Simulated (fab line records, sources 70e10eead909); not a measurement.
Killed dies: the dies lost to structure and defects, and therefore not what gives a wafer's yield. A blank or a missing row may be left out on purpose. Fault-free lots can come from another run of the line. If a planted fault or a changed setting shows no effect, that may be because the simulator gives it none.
Chamber matching | flow nand-harc | NHARC_A_CHANNEL_FILL_D1_ETCHBACK_19 on rie-si-06 has 4 sister chambers
The step etches the open film in HBr/Cl2, target depth 5 nm, time 1.7 s. 14 wafers are shown with their chamber, then 7 later ones without.

== WAFERS PAIRED WITH THEIR CHAMBERS ==
wafer  | chamber | drypump-motor-current-A (A) | oes-product-au (a.u.) | he-backside-leak-sccm (sccm)
L642.4 | 2       | 6.1                         | 0.978                 | 2.74
L642.5 | 3       | 5.8                         | 1.026                 | 2.81
L642.6 | 0       | 5.5                         | 0.992                 | 2.64
L643.2 | 3       | 5.8                         | 1.014                 | 2.73
L643.4 | 0       | 5.5                         | 0.993                 | 2.52
L643.5 | 2       | 6.1                         | 0.977                 | 2.99
L645.1 | 1       | 4.9                         | 0.995                 | 2.55
L645.4 | 2       | 6.2                         | 0.985                 | 2.78
L645.5 | 1       | 4.9                         | 0.995                 | 2.46
L651.1 | 3       | 5.8                         | 1.017                 | 2.80
L651.4 | 0       | 5.6                         | 0.980                 | 2.62
L651.5 | 3       | 5.8                         | 1.024                 | 2.73
L648.1 | 2       | 6.1                         | 0.972                 | 2.96
L648.3 | 1       | 4.9                         | 0.991                 | 2.29

SIGNATURES, as means of the wafers listed above
reading                 | chamber 0 | chamber 1 | chamber 2 | chamber 3 | scatter within a chamber
drypump-motor-current-A | 5.533     | 4.900     | 6.125     | 5.800     | 0.0376
oes-product-au          | 0.98833   | 0.99367   | 0.97800   | 1.02025   | 0.00546
he-backside-leak-sccm   | 2.5933    | 2.4333    | 2.8675    | 2.7675    | 0.0981
Rule: distance of a wafer from a chamber = root of the sum over the readings of ((wafer's reading minus chamber's mean) / reading's scatter) squared. If the next closest chamber is less than 2 further off than the closest, the wafer can't be placed; otherwise it belongs to the closest. The scatter is the square root of a quotient: the sum, over the shown wafers, of each reading's squared deviation from its chamber's mean, divided by wafers minus chambers.

== WAFERS MISSING THEIR CHAMBER ==
wafer  | drypump-motor-current-A (A) | oes-product-au (a.u.) | he-backside-leak-sccm (sccm)
L648.5 | 4.9                         | 0.983                 | 2.22
L653.1 | 5.6                         | 0.991                 | 2.57
L653.3 | 6.1                         | 0.980                 | 2.78
L653.5 | 6.1                         | 0.990                 | 2.77
L659.1 | 5.6                         | 1.003                 | 2.66
L659.2 | 4.9                         | 0.995                 | 2.40
L659.5 | 5.8                         | 1.019                 | 2.91

== EACH ONE'S CHAMBER ==
wafer  | from the rows above | in truth
L648.5 | 1                   | 1
L653.1 | 0                   | 0
L653.3 | 2                   | 2
L653.5 | 2                   | 2
L659.1 | 0                   | 0
L659.2 | 1                   | 1
L659.5 | 3                   | 3
Placed correctly: 7 of 7. Not placeable from these rows: 0. 0 placed wrongly.
